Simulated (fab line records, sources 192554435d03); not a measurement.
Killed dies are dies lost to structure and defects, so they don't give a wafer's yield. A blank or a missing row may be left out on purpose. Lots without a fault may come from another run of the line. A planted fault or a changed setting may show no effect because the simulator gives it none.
Chamber matching | flow n5_finfet | N5_HKMG_FIN_ETCH_86 on rie_diel-06: 4 sister chambers
The step etches SOC in N2/H2, stops on TiN, target depth 393.2 nm. 16 wafers are shown with their chamber, then 8 later ones without.

WAFERS WITH THEIR CHAMBER
wafer  | chamber | throttle_valve_pct (%) | showerhead_plenum_p_Torr (Torr) | oes_product_au (a.u.)
L074.1 | 3       | 18.04                  | 2.54                            | 0.74
L074.3 | 0       | 17.76                  | 2.54                            | 0.74
L074.6 | 3       | 18.04                  | 2.54                            | 0.73
L075.1 | 1       | 18.13                  | 2.61                            | 0.68
L075.4 | 0       | 17.78                  | 2.54                            | 0.73
L075.5 | 0       | 17.79                  | 2.54                            | 0.73
L076.2 | 3       | 18.04                  | 2.54                            | 0.73
L076.3 | 2       | 17.68                  | 2.50                            | 0.92
L076.6 | 2       | 17.68                  | 2.50                            | 0.92
L079.1 | 2       | 17.71                  | 2.49                            | 0.89
L079.5 | 2       | 17.70                  | 2.49                            | 0.89
L079.6 | 3       | 18.05                  | 2.53                            | 0.73
L080.1 | 3       | 18.06                  | 2.53                            | 0.73
L080.4 | 0       | 17.80                  | 2.53                            | 0.72
L080.6 | 3       | 18.06                  | 2.53                            | 0.72
L084.1 | 0       | 17.81                  | 2.53                            | 0.71

SIGNATURES (means of the wafers above)
reading                  | chamber 0 | chamber 1 | chamber 2 | chamber 3 | scatter within a chamber
throttle_valve_pct       | 17.7880   | 18.1300   | 17.6925   | 18.0483   | 0.0148
showerhead_plenum_p_Torr | 2.5360    | 2.6100    | 2.4950    | 2.5350    | 0.00555
oes_product_au           | 0.7260    | 0.6800    | 0.9050    | 0.7300    | 0.0116
Rule: a wafer's distance from a chamber is the root of the sum, over the readings, of the square of ((its reading less the chamber's mean) divided by the reading's scatter). The wafer belongs to the nearest chamber; if the next one is less than 2 further off, it can't be placed. The scatter: the root of (the sum of the squares of (reading less its chamber's mean) over the shown wafers, divided by (wafers less chambers)).

WAFERS WITHOUT THEIR CHAMBER
wafer  | throttle_valve_pct (%) | showerhead_plenum_p_Torr (Torr) | oes_product_au (a.u.)
L084.2 | 17.70                  | 2.61                            | 0.95
L084.3 | 17.71                  | 2.49                            | 0.87
L089.3 | 17.84                  | 2.52                            | 0.70
L089.5 | 17.84                  | 2.52                            | 0.71
L089.6 | 17.72                  | 2.60                            | 0.91
L091.2 | 17.84                  | 2.52                            | 0.70
L091.5 | 17.74                  | 2.48                            | 0.84
L091.6 | 17.85                  | 2.52                            | 0.70

WHICH CHAMBER EACH WENT THROUGH
wafer  | from the rows above     | in truth
L084.2 | 2                       | 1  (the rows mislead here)
L084.3 | 2                       | 2
L089.3 | 0                       | 0
L089.5 | 0                       | 0
L089.6 | can't be placed: 2 or 0 | 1
L091.2 | 0                       | 0
L091.5 | 2                       | 2
L091.6 | 0                       | 0
Placed correctly: 6 of 8. Can't be placed from these rows: 1 (the true chamber is among the candidates in 0). Placed wrongly: 1.
